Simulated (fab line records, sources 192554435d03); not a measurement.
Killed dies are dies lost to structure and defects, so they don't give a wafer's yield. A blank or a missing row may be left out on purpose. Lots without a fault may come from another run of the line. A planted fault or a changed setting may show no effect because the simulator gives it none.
Chamber matching | flow n5_finfet | N5_BEOL_M9_CURE_71 on uv_cure-02: 3 sister chambers
The step cures SiCOH lowk, time 240 s. 6 wafers are shown with their chamber, then 12 later ones without.

WAFERS WITH THEIR CHAMBER
wafer  | chamber | wafer_temp_C_max | lamp_power_pct (%)
L079.3 | 2       | 386.6            | 52.24
L079.4 | 2       | 386.4            | 52.40
L082.3 | 0       | 386.4            | 52.35
L082.4 | 0       | 386.7            | 52.17
L086.4 | 1       | 387.1            | 52.40
L086.5 | 1       | 386.7            | 52.20

WAFERS WITHOUT THEIR CHAMBER
wafer  | wafer_temp_C_max | lamp_power_pct (%)
L085.2 | 387.0            | 52.37
L085.4 | 387.9            | 52.38
L085.5 | 387.9            | 52.32
L089.4 | 386.8            | 52.27
L089.5 | 386.4            | 52.32
L089.6 | 387.0            | 52.34
L087.2 | 386.9            | 52.25
L087.4 | 386.8            | 52.30
L087.5 | 386.5            | 52.36
L091.1 | 386.6            | 52.33
L091.3 | 386.8            | 52.34
L091.6 | 386.8            | 52.29

WHICH CHAMBER EACH WENT THROUGH
wafer  | from the rows above          | in truth
L085.2 | can't be placed: 1 or 0 or 2 | 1
L085.4 | can't be placed: 1 or 0 or 2 | 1
L085.5 | can't be placed: 1 or 0 or 2 | 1
L089.4 | can't be placed: 1 or 0 or 2 | 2
L089.5 | can't be placed: 2 or 0 or 1 | 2
L089.6 | can't be placed: 1 or 0 or 2 | 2
L087.2 | can't be placed: 1 or 0 or 2 | 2
L087.4 | can't be placed: 1 or 0 or 2 | 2
L087.5 | can't be placed: 2 or 0 or 1 | 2
L091.1 | can't be placed: 2 or 0 or 1 | 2
L091.3 | can't be placed: 1 or 0 or 2 | 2
L091.6 | can't be placed: 1 or 0 or 2 | 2
Placed correctly: 0 of 12. Can't be placed from these rows: 12 (the true chamber is among the candidates in 12). Placed wrongly: 0.
How it was worked out, from the rows above alone: a wafer's distance from a chamber is the root of the sum, over the readings, of the square of ((its reading less the chamber's mean) divided by the reading's scatter). The wafer belongs to the nearest chamber; if the next one is less than 2 further off, it can't be placed. A chamber's mean is the mean of its shown wafers. The scatter: the root of (the sum of the squares of (reading less its chamber's mean) over the shown wafers, divided by (wafers less chambers)).
